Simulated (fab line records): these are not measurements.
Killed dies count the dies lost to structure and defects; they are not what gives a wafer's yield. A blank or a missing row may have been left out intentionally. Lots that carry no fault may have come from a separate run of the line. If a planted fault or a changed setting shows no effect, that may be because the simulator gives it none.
Split-lot trial ; flow n5 finfet ; 7 lots, 21 wafers read, on a route of 1938 steps

## THE SPLIT
At N5_BEOL_M12_ETCH_38 (etches SiCN in CF4/N2, target depth 68.7 nm, time 73.4 s), the setting time s was moved away from the recipe's 73.4 s on 8 of the 21 wafers read, by -21.9% to +19.1%. All remaining wafers had this setting at the recipe value.

The reading is taken at the split's own step.

## THE READING
etch.depth nm (the simulator's own value, which no gauge read), in nm, at N5_BEOL_M12_ETCH_38 (etches SiCN in CF4/N2, target depth 68.7 nm, time 73.4 s). No usual value for it is given in the file. Across the 13 wafers here that went through the recipe, the average is 59.84 nm and the standard deviation 1.2 nm.

wafer;tool, chamber at the split;time s as run, s;against the recipe;etch.depth nm, nm;against lot-mates on the recipe
L077.2;rie diel-03, 3;73.4;recipe;60.8;-
L077.3;rie diel-03, 0;73.4;recipe;57.78;-
L077.5;rie diel-03, 0;67.51;-8.0%;53.16;-6.13
L083.1;rie diel-01, 3;87.45;+19.1%;69.52;+10.10
L083.4;rie diel-01, 0;73.4;recipe;60.24;-
L083.5;rie diel-01, 2;73.4;recipe;58.59;-
L085.1;rie diel-01, 0;73.4;recipe;61.92;-
L085.2;rie diel-01, 2;73.4;recipe;58.56;-
L085.4;rie diel-01, 1;73.4;recipe;60.22;-
L086.3;rie diel-03, 3;73.4;recipe;61.2;-
L086.4;rie diel-03, 2;73.4;recipe;58.82;-
L086.6;rie diel-03, 2;73.4;recipe;58.51;-
L089.1;rie diel-03, 2;81.44;+11.0%;64.88;+5.21
L089.5;rie diel-03, 2;81.44;+11.0%;64.72;+5.05
L089.6;rie diel-03, 1;73.4;recipe;59.67;-
L095.1;rie diel-01, 2;80.38;+9.5%;63.98;+3.45
L095.2;rie diel-01, 1;80.38;+9.5%;65.55;+5.02
L095.6;rie diel-01, 1;73.4;recipe;60.53;-
L094.2;rie diel-01, 0;73.4;recipe;61.02;-
L094.3;rie diel-01, 1;57.3;-21.9%;46.33;-14.69
L094.4;rie diel-01, 2;57.3;-21.9%;45.12;-15.90

FIT RESULTS
A straight line over all 21 wafers: etch.depth nm changes by +0.587 nm for each +1% of time s; r = +0.98; the points scatter about the line by 1.3 nm.
The same after taking each lot's own level away (the mean of its wafers on the recipe; 21 wafers): +0.613 nm for each +1%; r = +0.98; scatter 1.3 nm.
That fit puts the effect of the largest move of time s on the reading at 13 nm.
The lots' own levels span 59.290 to 61.020 nm, that is 1.4 times the standard deviation above.
Consequently the slope shifts little with the lot-to-lot level, the two slopes agreeing.
Check: with one of the wafers moved furthest among these (-21.9%) left out of the fit, the line predicts -13.8 nm for it against its lot-mates. It came out at -14.7 nm against them.

## ADDITIONAL SPLITS CARRIED BY THESE WAFERS
These wafers also went through other splits before the reading. Each is held against what the fit with the lots' levels taken away leaves over:
other split on the same wafers;wafers away from the commonest value;r with etch.depth nm (lot level and that fit taken away)
N5_BEOL_M9_EXPOSE_08 dose mj;9;-0.01
N5_BEOL_M10_COAT_60 spin rpm;5;+0.04
N5_BEOL_M10_COAT_05 spin rpm;2;-0.02
N5_BEOL_M10_ETCH_41 source w;10;+0.05
N5_BEOL_M11_ETCH_66 time s;11;-0.11
N5_BEOL_M11_ETCH_41 time s;5;-0.05

## THE FILE'S OWN FIT
etch.depth nm changes by +0.601 nm for each +1% of time s, r = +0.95.
